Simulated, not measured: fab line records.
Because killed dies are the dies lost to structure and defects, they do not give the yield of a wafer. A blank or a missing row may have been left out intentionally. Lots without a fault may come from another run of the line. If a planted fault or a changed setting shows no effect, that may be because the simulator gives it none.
Which of the tools did it? || flow n5Finfet || 72 wafers from 24 lots sampled at 4 of the route's 1938 steps

## WHAT THE GAUGES READ, wafer by wafer
N5_BEOL_M10_CD_MEAS_11 targets a cd of 64.1 nm. Usual: 64.3 nm for cdNm, sd 0.71.
{"lot": "L074", "measured": "day 9 21:55", "on": "cdSem-03", "cdNm (nm)": "64.5 63.8 63.6", "flag": ""}
{"lot": "L075", "measured": "day 10 15:48", "on": "cdSem-02", "cdNm (nm)": "64.3 64.6 64.7", "flag": ""}
{"lot": "L077", "measured": "day 10 16:34", "on": "cdSem-02", "cdNm (nm)": "64.7 64.7 66.2", "flag": ""}
{"lot": "L078", "measured": "day 10 19:22", "on": "cdSem-01", "cdNm (nm)": "63.6 64.4 64.7", "flag": ""}
{"lot": "L076", "measured": "day 10 20:06", "on": "cdSem-01", "cdNm (nm)": "63.9 64.7 63.4", "flag": ""}
{"lot": "L081", "measured": "day 11 06:16", "on": "cdSem-01", "cdNm (nm)": "64.1 63.1 64.5", "flag": ""}
{"lot": "L079", "measured": "day 11 07:37", "on": "cdSem-01", "cdNm (nm)": "64.5 64.3 64.3", "flag": ""}
{"lot": "L080", "measured": "day 11 17:31", "on": "cdSem-01", "cdNm (nm)": "65.3 64.6 65.0", "flag": ""}
{"lot": "L082", "measured": "day 11 22:05", "on": "cdSem-02", "cdNm (nm)": "64.5 65.0 64.6", "flag": ""}
{"lot": "L083", "measured": "day 12 06:58", "on": "cdSem-01", "cdNm (nm)": "62.9 63.7 65.4", "flag": ""}
{"lot": "L084", "measured": "day 13 03:50", "on": "cdSem-03", "cdNm (nm)": "63.9 62.5 64.5", "flag": ""}
{"lot": "L088", "measured": "day 13 07:10", "on": "cdSem-01", "cdNm (nm)": "63.5 63.6 64.0", "flag": ""}
{"lot": "L085", "measured": "day 13 07:45", "on": "cdSem-03", "cdNm (nm)": "64.8 64.5 64.4", "flag": ""}
{"lot": "L086", "measured": "day 13 12:08", "on": "cdSem-02", "cdNm (nm)": "64.3 62.5 63.7", "flag": ""}
{"lot": "L087", "measured": "day 13 22:02", "on": "cdSem-03", "cdNm (nm)": "63.5 64.2 64.2", "flag": ""}
{"lot": "L089", "measured": "day 14 07:04", "on": "cdSem-02", "cdNm (nm)": "63.5 62.9 64.8", "flag": ""}
{"lot": "L090", "measured": "day 14 08:35", "on": "cdSem-01", "cdNm (nm)": "64.9 63.8 64.2", "flag": ""}
{"lot": "L092", "measured": "day 14 08:49", "on": "cdSem-03", "cdNm (nm)": "63.7 63.7 64.5", "flag": ""}
{"lot": "L091", "measured": "day 14 09:57", "on": "cdSem-03", "cdNm (nm)": "62.7 63.8 63.9", "flag": ""}
{"lot": "L093", "measured": "day 14 16:35", "on": "cdSem-03", "cdNm (nm)": "63.9 64.7 64.2", "flag": ""}
{"lot": "L094", "measured": "day 15 13:00", "on": "cdSem-02", "cdNm (nm)": "65.2 64.2 64.6", "flag": ""}
{"lot": "L097", "measured": "day 15 13:24", "on": "cdSem-01", "cdNm (nm)": "63.5 64.7 64.6", "flag": ""}
{"lot": "L096", "measured": "day 15 17:20", "on": "cdSem-02", "cdNm (nm)": "64.4 64.6 64.2", "flag": ""}
{"lot": "L095", "measured": "day 15 17:44", "on": "cdSem-03", "cdNm (nm)": "64.2 65.5 64.3", "flag": ""}

## WHAT TOOL EACH LOT RAN ON (gives the tool, then ch and the chambers of the sampled wafers, and finally the start)
{"lot": "L074", "N5_BEOL_M9_DEGAS_44": "pvdSputter-01, day 9 17:55", "N5_BEOL_M9_SPUTTER_48": "pvdSputter-01, day 9 18:46", "N5_BEOL_M9_CMP_52": "cmp-02 ch 1,2, day 9 19:29"}
{"lot": "L075", "N5_BEOL_M9_DEGAS_44": "pvdSputter-03, day 10 12:01", "N5_BEOL_M9_SPUTTER_48": "pvdSputter-01, day 10 12:53", "N5_BEOL_M9_CMP_52": "cmp-02 ch 0,1,2, day 10 13:38"}
{"lot": "L077", "N5_BEOL_M9_DEGAS_44": "pvdSputter-01, day 10 12:48", "N5_BEOL_M9_SPUTTER_48": "pvdSputter-01, day 10 13:38", "N5_BEOL_M9_CMP_52": "cmp-03 ch 0,1, day 10 14:13"}
{"lot": "L078", "N5_BEOL_M9_DEGAS_44": "pvdSputter-02, day 10 15:59", "N5_BEOL_M9_SPUTTER_48": "pvdSputter-03, day 10 17:10", "N5_BEOL_M9_CMP_52": "cmp-04 ch 0,3, day 10 17:44"}
{"lot": "L076", "N5_BEOL_M9_DEGAS_44": "pvdSputter-02, day 10 16:22", "N5_BEOL_M9_SPUTTER_48": "pvdSputter-03, day 10 17:14", "N5_BEOL_M9_CMP_52": "cmp-02 ch 0,2,3, day 10 18:02"}
{"lot": "L081", "N5_BEOL_M9_DEGAS_44": "pvdSputter-02, day 11 01:46", "N5_BEOL_M9_SPUTTER_48": "pvdSputter-01, day 11 02:59", "N5_BEOL_M9_CMP_52": "cmp-03 ch 0,2,3, day 11 03:50"}
{"lot": "L079", "N5_BEOL_M9_DEGAS_44": "pvdSputter-02, day 11 02:03", "N5_BEOL_M9_SPUTTER_48": "pvdSputter-02, day 11 04:32", "N5_BEOL_M9_CMP_52": "cmp-03 ch 0,1,3, day 11 05:04"}
{"lot": "L080", "N5_BEOL_M9_DEGAS_44": "pvdSputter-03, day 11 13:35", "N5_BEOL_M9_SPUTTER_48": "pvdSputter-01, day 11 14:12", "N5_BEOL_M9_CMP_52": "cmp-03 ch 1,2,3, day 11 15:28"}
{"lot": "L082", "N5_BEOL_M9_DEGAS_44": "pvdSputter-02, day 11 17:10", "N5_BEOL_M9_SPUTTER_48": "pvdSputter-02, day 11 17:49", "N5_BEOL_M9_CMP_52": "cmp-04 ch 2,3, day 11 20:14"}
{"lot": "L083", "N5_BEOL_M9_DEGAS_44": "pvdSputter-01, day 12 01:59", "N5_BEOL_M9_SPUTTER_48": "pvdSputter-03, day 12 02:49", "N5_BEOL_M9_CMP_52": "cmp-04 ch 1,2,3, day 12 03:42"}
{"lot": "L084", "N5_BEOL_M9_DEGAS_44": "pvdSputter-02, day 12 22:58", "N5_BEOL_M9_SPUTTER_48": "pvdSputter-03, day 12 23:59", "N5_BEOL_M9_CMP_52": "cmp-03 ch 1,2,3, day 13 00:33"}
{"lot": "L088", "N5_BEOL_M9_DEGAS_44": "pvdSputter-01, day 13 04:04", "N5_BEOL_M9_SPUTTER_48": "pvdSputter-02, day 13 04:53", "N5_BEOL_M9_CMP_52": "cmp-03 ch 1,2, day 13 05:33"}
{"lot": "L085", "N5_BEOL_M9_DEGAS_44": "pvdSputter-03, day 13 04:17", "N5_BEOL_M9_SPUTTER_48": "pvdSputter-02, day 13 05:09", "N5_BEOL_M9_CMP_52": "cmp-04 ch 1,2,3, day 13 05:44"}
{"lot": "L086", "N5_BEOL_M9_DEGAS_44": "pvdSputter-03, day 13 06:32", "N5_BEOL_M9_SPUTTER_48": "pvdSputter-01, day 13 07:10", "N5_BEOL_M9_CMP_52": "cmp-02 ch 0,1,3, day 13 07:52"}
{"lot": "L087", "N5_BEOL_M9_DEGAS_44": "pvdSputter-02, day 13 16:44", "N5_BEOL_M9_SPUTTER_48": "pvdSputter-03, day 13 18:59", "N5_BEOL_M9_CMP_52": "cmp-02 ch 1,2,3, day 13 19:55"}
{"lot": "L089", "N5_BEOL_M9_DEGAS_44": "pvdSputter-03, day 14 02:30", "N5_BEOL_M9_SPUTTER_48": "pvdSputter-02, day 14 03:24", "N5_BEOL_M9_CMP_52": "cmp-04 ch 1,2, day 14 03:56"}
{"lot": "L090", "N5_BEOL_M9_DEGAS_44": "pvdSputter-02, day 14 03:11", "N5_BEOL_M9_SPUTTER_48": "pvdSputter-03, day 14 04:55", "N5_BEOL_M9_CMP_52": "cmp-03 ch 0,1,2, day 14 05:40"}
{"lot": "L092", "N5_BEOL_M9_DEGAS_44": "pvdSputter-03, day 14 05:13", "N5_BEOL_M9_SPUTTER_48": "pvdSputter-02, day 14 05:58", "N5_BEOL_M9_CMP_52": "cmp-04 ch 0,1,2, day 14 06:29"}
{"lot": "L091", "N5_BEOL_M9_DEGAS_44": "pvdSputter-03, day 14 05:35", "N5_BEOL_M9_SPUTTER_48": "pvdSputter-03, day 14 06:35", "N5_BEOL_M9_CMP_52": "cmp-02 ch 0,1, day 14 07:07"}
{"lot": "L093", "N5_BEOL_M9_DEGAS_44": "pvdSputter-03, day 14 12:18", "N5_BEOL_M9_SPUTTER_48": "pvdSputter-03, day 14 13:26", "N5_BEOL_M9_CMP_52": "cmp-03 ch 1,2, day 14 13:58"}
{"lot": "L094", "N5_BEOL_M9_DEGAS_44": "pvdSputter-02, day 15 04:50", "N5_BEOL_M9_SPUTTER_48": "pvdSputter-01, day 15 08:12", "N5_BEOL_M9_CMP_52": "cmp-02 ch 0,2,3, day 15 08:46"}
{"lot": "L097", "N5_BEOL_M9_DEGAS_44": "pvdSputter-03, day 15 08:50", "N5_BEOL_M9_SPUTTER_48": "pvdSputter-03, day 15 09:32", "N5_BEOL_M9_CMP_52": "cmp-03 ch 0,1,3, day 15 10:18"}
{"lot": "L096", "N5_BEOL_M9_DEGAS_44": "pvdSputter-03, day 15 13:39", "N5_BEOL_M9_SPUTTER_48": "pvdSputter-03, day 15 14:20", "N5_BEOL_M9_CMP_52": "cmp-04 ch 0,2, day 15 14:51"}
{"lot": "L095", "N5_BEOL_M9_DEGAS_44": "pvdSputter-03, day 15 13:44", "N5_BEOL_M9_SPUTTER_48": "pvdSputter-03, day 15 14:25", "N5_BEOL_M9_CMP_52": "cmp-03 ch 2,3, day 15 15:00"}
- N5_BEOL_M9_DEGAS_44: time 60 s.
- N5_BEOL_M9_SPUTTER_48: material Cu, target thk 12 nm, time 2 s.
- N5_BEOL_M9_CMP_52: polishes, stops on SiCOH lowk, t overpolish 7 s, target thk 140 nm.

## AS READ BY THE TOOLS THEMSELVES (means over the sampled wafers that have a number; for cases with no such wafer, the mark the record gives instead)
N5_BEOL_M9_DEGAS_44. Usual: 320 W for heaterPowerW, sd 33.
{"lot": "L074", "tool": "pvdSputter-01", "heaterPowerW (W)": 346, "flag": ""}
{"lot": "L075", "tool": "pvdSputter-03", "heaterPowerW (W)": 303, "flag": ""}
{"lot": "L077", "tool": "pvdSputter-01", "heaterPowerW (W)": 353, "flag": ""}
{"lot": "L078", "tool": "pvdSputter-02", "heaterPowerW (W)": 315, "flag": ""}
{"lot": "L076", "tool": "pvdSputter-02", "heaterPowerW (W)": 321, "flag": ""}
{"lot": "L081", "tool": "pvdSputter-02", "heaterPowerW (W)": 306, "flag": ""}
{"lot": "L079", "tool": "pvdSputter-02", "heaterPowerW (W)": 293, "flag": ""}
{"lot": "L080", "tool": "pvdSputter-03", "heaterPowerW (W)": 308, "flag": ""}
{"lot": "L082", "tool": "pvdSputter-02", "heaterPowerW (W)": 310, "flag": ""}
{"lot": "L083", "tool": "pvdSputter-01", "heaterPowerW (W)": 351, "flag": ""}
{"lot": "L084", "tool": "pvdSputter-02", "heaterPowerW (W)": 297, "flag": ""}
{"lot": "L088", "tool": "pvdSputter-01", "heaterPowerW (W)": 351, "flag": ""}
{"lot": "L085", "tool": "pvdSputter-03", "heaterPowerW (W)": 298, "flag": ""}
{"lot": "L086", "tool": "pvdSputter-03", "heaterPowerW (W)": 331, "flag": ""}
{"lot": "L087", "tool": "pvdSputter-02", "heaterPowerW (W)": 319, "flag": ""}
{"lot": "L089", "tool": "pvdSputter-03", "heaterPowerW (W)": 323, "flag": ""}
{"lot": "L090", "tool": "pvdSputter-02", "heaterPowerW (W)": 297, "flag": ""}
{"lot": "L092", "tool": "pvdSputter-03", "heaterPowerW (W)": 331, "flag": ""}
{"lot": "L091", "tool": "pvdSputter-03", "heaterPowerW (W)": 320, "flag": ""}
{"lot": "L093", "tool": "pvdSputter-03", "heaterPowerW (W)": 289, "flag": ""}
{"lot": "L094", "tool": "pvdSputter-02", "heaterPowerW (W)": 331, "flag": ""}
{"lot": "L097", "tool": "pvdSputter-03", "heaterPowerW (W)": 308, "flag": ""}
{"lot": "L096", "tool": "pvdSputter-03", "heaterPowerW (W)": 306, "flag": ""}
{"lot": "L095", "tool": "pvdSputter-03", "heaterPowerW (W)": 304, "flag": ""}

N5_BEOL_M9_SPUTTER_48. Usual: chuckGasFlowSccm 1.26 sccm, standard deviation 0.052; throttleValvePct 29.7 %, standard deviation 1.1.
{"lot": "L074", "tool": "pvdSputter-01", "chuckGasFlowSccm (sccm)": 1.31, "throttleValvePct (%)": 30.1, "flag": ""}
{"lot": "L075", "tool": "pvdSputter-01", "chuckGasFlowSccm (sccm)": 1.27, "throttleValvePct (%)": 30.4, "flag": ""}
{"lot": "L077", "tool": "pvdSputter-01", "chuckGasFlowSccm (sccm)": 1.25, "throttleValvePct (%)": 29.7, "flag": ""}
{"lot": "L078", "tool": "pvdSputter-03", "chuckGasFlowSccm (sccm)": 1.27, "throttleValvePct (%)": 29.1, "flag": ""}
{"lot": "L076", "tool": "pvdSputter-03", "chuckGasFlowSccm (sccm)": 1.30, "throttleValvePct (%)": 28.9, "flag": ""}
{"lot": "L081", "tool": "pvdSputter-01", "chuckGasFlowSccm (sccm)": 1.27, "throttleValvePct (%)": 30.2, "flag": ""}
{"lot": "L079", "tool": "pvdSputter-02", "chuckGasFlowSccm (sccm)": 1.29, "throttleValvePct (%)": 30.5, "flag": ""}
{"lot": "L080", "tool": "pvdSputter-01", "chuckGasFlowSccm (sccm)": 1.21, "throttleValvePct (%)": 30.9, "flag": ""}
{"lot": "L082", "tool": "pvdSputter-02", "chuckGasFlowSccm (sccm)": 1.24, "throttleValvePct (%)": 30.2, "flag": ""}
{"lot": "L083", "tool": "pvdSputter-03", "chuckGasFlowSccm (sccm)": 1.25, "throttleValvePct (%)": 28.6, "flag": ""}
{"lot": "L084", "tool": "pvdSputter-03", "chuckGasFlowSccm (sccm)": 1.23, "throttleValvePct (%)": 28.2, "flag": ""}
{"lot": "L088", "tool": "pvdSputter-02", "chuckGasFlowSccm (sccm)": 1.26, "throttleValvePct (%)": 30.1, "flag": ""}
{"lot": "L085", "tool": "pvdSputter-02", "chuckGasFlowSccm (sccm)": 1.23, "throttleValvePct (%)": 30.0, "flag": ""}
{"lot": "L086", "tool": "pvdSputter-01", "chuckGasFlowSccm (sccm)": 1.25, "throttleValvePct (%)": 31.4, "flag": ""}
{"lot": "L087", "tool": "pvdSputter-03", "chuckGasFlowSccm (sccm)": 1.28, "throttleValvePct (%)": 29.3, "flag": ""}
{"lot": "L089", "tool": "pvdSputter-02", "chuckGasFlowSccm (sccm)": 1.27, "throttleValvePct (%)": 29.7, "flag": ""}
{"lot": "L090", "tool": "pvdSputter-03", "chuckGasFlowSccm (sccm)": 1.21, "throttleValvePct (%)": 29.4, "flag": ""}
{"lot": "L092", "tool": "pvdSputter-02", "chuckGasFlowSccm (sccm)": 1.28, "throttleValvePct (%)": 30.2, "flag": ""}
{"lot": "L091", "tool": "pvdSputter-03", "chuckGasFlowSccm (sccm)": 1.34, "throttleValvePct (%)": 29.9, "flag": ""}
{"lot": "L093", "tool": "pvdSputter-03", "chuckGasFlowSccm (sccm)": 1.29, "throttleValvePct (%)": 29.2, "flag": ""}
{"lot": "L094", "tool": "pvdSputter-01", "chuckGasFlowSccm (sccm)": 1.27, "throttleValvePct (%)": 30.6, "flag": ""}
{"lot": "L097", "tool": "pvdSputter-03", "chuckGasFlowSccm (sccm)": 1.26, "throttleValvePct (%)": 28.4, "flag": ""}
{"lot": "L096", "tool": "pvdSputter-03", "chuckGasFlowSccm (sccm)": 1.20, "throttleValvePct (%)": 29.5, "flag": ""}
{"lot": "L095", "tool": "pvdSputter-03", "chuckGasFlowSccm (sccm)": 1.25, "throttleValvePct (%)": 29.7, "flag": ""}

N5_BEOL_M9_CMP_52. Usual: barrierFieldEndpointS 29.2 s, standard deviation 0.68; motorCurrentA 6.2 A, standard deviation 0.38; overpolishRunS 6.998 s, standard deviation 0.0096; timeToEndpointS 68 s, standard deviation 3.3.
{"lot": "L074", "tool": "cmp-02", "barrierFieldEndpointS (s)": 28.7, "motorCurrentA (A)": 6.5, "overpolishRunS (s)": 6.995, "timeToEndpointS (s)": 67, "flag": ""}
{"lot": "L075", "tool": "cmp-02", "barrierFieldEndpointS (s)": 29.2, "motorCurrentA (A)": 6.6, "overpolishRunS (s)": 6.995, "timeToEndpointS (s)": 69, "flag": ""}
{"lot": "L077", "tool": "cmp-03", "barrierFieldEndpointS (s)": 29.4, "motorCurrentA (A)": 6.2, "overpolishRunS (s)": 7.003, "timeToEndpointS (s)": 63, "flag": ""}
{"lot": "L078", "tool": "cmp-04", "barrierFieldEndpointS (s)": 29.9, "motorCurrentA (A)": 5.9, "overpolishRunS (s)": 6.995, "timeToEndpointS (s)": 72, "flag": ""}
{"lot": "L076", "tool": "cmp-02", "barrierFieldEndpointS (s)": 28.5, "motorCurrentA (A)": 6.3, "overpolishRunS (s)": 7.001, "timeToEndpointS (s)": 62, "flag": ""}
{"lot": "L081", "tool": "cmp-03", "barrierFieldEndpointS (s)": 29.0, "motorCurrentA (A)": 6.1, "overpolishRunS (s)": 6.994, "timeToEndpointS (s)": 70, "flag": ""}
{"lot": "L079", "tool": "cmp-03", "barrierFieldEndpointS (s)": 28.8, "motorCurrentA (A)": 6.3, "overpolishRunS (s)": 6.995, "timeToEndpointS (s)": 67, "flag": ""}
{"lot": "L080", "tool": "cmp-03", "barrierFieldEndpointS (s)": 28.9, "motorCurrentA (A)": 6.1, "overpolishRunS (s)": 7.002, "timeToEndpointS (s)": 68, "flag": ""}
{"lot": "L082", "tool": "cmp-04", "barrierFieldEndpointS (s)": 29.8, "motorCurrentA (A)": 5.9, "overpolishRunS (s)": 6.997, "timeToEndpointS (s)": 69, "flag": ""}
{"lot": "L083", "tool": "cmp-04", "barrierFieldEndpointS (s)": 30.1, "motorCurrentA (A)": 6.3, "overpolishRunS (s)": 6.994, "timeToEndpointS (s)": 72, "flag": ""}
{"lot": "L084", "tool": "cmp-03", "barrierFieldEndpointS (s)": 28.8, "motorCurrentA (A)": 6.5, "overpolishRunS (s)": 7.000, "timeToEndpointS (s)": 68, "flag": ""}
{"lot": "L088", "tool": "cmp-03", "barrierFieldEndpointS (s)": 28.3, "motorCurrentA (A)": 6.4, "overpolishRunS (s)": 6.989, "timeToEndpointS (s)": 66, "flag": ""}
{"lot": "L085", "tool": "cmp-04", "barrierFieldEndpointS (s)": 29.8, "motorCurrentA (A)": 6.3, "overpolishRunS (s)": 7.003, "timeToEndpointS (s)": 67, "flag": ""}
{"lot": "L086", "tool": "cmp-02", "barrierFieldEndpointS (s)": 29.7, "motorCurrentA (A)": 6.3, "overpolishRunS (s)": 7.005, "timeToEndpointS (s)": 70, "flag": ""}
{"lot": "L087", "tool": "cmp-02", "barrierFieldEndpointS (s)": 29.7, "motorCurrentA (A)": 6.3, "overpolishRunS (s)": 6.996, "timeToEndpointS (s)": 69, "flag": ""}
{"lot": "L089", "tool": "cmp-04", "barrierFieldEndpointS (s)": 29.5, "motorCurrentA (A)": 6.1, "overpolishRunS (s)": 7.011, "timeToEndpointS (s)": 72, "flag": ""}
{"lot": "L090", "tool": "cmp-03", "barrierFieldEndpointS (s)": 29.5, "motorCurrentA (A)": 6.3, "overpolishRunS (s)": 6.997, "timeToEndpointS (s)": 66, "flag": ""}
{"lot": "L092", "tool": "cmp-04", "barrierFieldEndpointS (s)": 28.9, "motorCurrentA (A)": 5.8, "overpolishRunS (s)": 6.993, "timeToEndpointS (s)": 69, "flag": ""}
{"lot": "L091", "tool": "cmp-02", "barrierFieldEndpointS (s)": 29.1, "motorCurrentA (A)": 6.5, "overpolishRunS (s)": 7.009, "timeToEndpointS (s)": 65, "flag": ""}
{"lot": "L093", "tool": "cmp-03", "barrierFieldEndpointS (s)": 29.3, "motorCurrentA (A)": 6.3, "overpolishRunS (s)": 6.998, "timeToEndpointS (s)": 65, "flag": ""}
{"lot": "L094", "tool": "cmp-02", "barrierFieldEndpointS (s)": 29.5, "motorCurrentA (A)": 6.4, "overpolishRunS (s)": 6.994, "timeToEndpointS (s)": 69, "flag": ""}
{"lot": "L097", "tool": "cmp-03", "barrierFieldEndpointS (s)": 29.4, "motorCurrentA (A)": 6.3, "overpolishRunS (s)": 7.001, "timeToEndpointS (s)": 70, "flag": ""}
{"lot": "L096", "tool": "cmp-04", "barrierFieldEndpointS (s)": 29.1, "motorCurrentA (A)": 5.5, "overpolishRunS (s)": 7.004, "timeToEndpointS (s)": 71, "flag": ""}
{"lot": "L095", "tool": "cmp-03", "barrierFieldEndpointS (s)": 28.2, "motorCurrentA (A)": 6.3, "overpolishRunS (s)": 7.001, "timeToEndpointS (s)": 64, "flag": ""}

## THE ANSWER, worked out from the rows above alone
Rule: lot off if the mean of its wafers having a number is beyond 3 standard deviations from the usual mean. A lot without any number at a reading at which 4 lots or more have one is off too. All remaining lots with rows at the step are treated as sound. After the gauges, taken in route order, come the tools' own readings; for these a lot's mean is taken, as printed above. The first step at which some lot is off is used, and at that step the reading that is off furthest; a lot without a number counts as furthest.
Across all readings shown, no lot is off: no conclusion can be drawn from this.

## WHAT HAD BEEN PUT IN BY THE SIMULATOR
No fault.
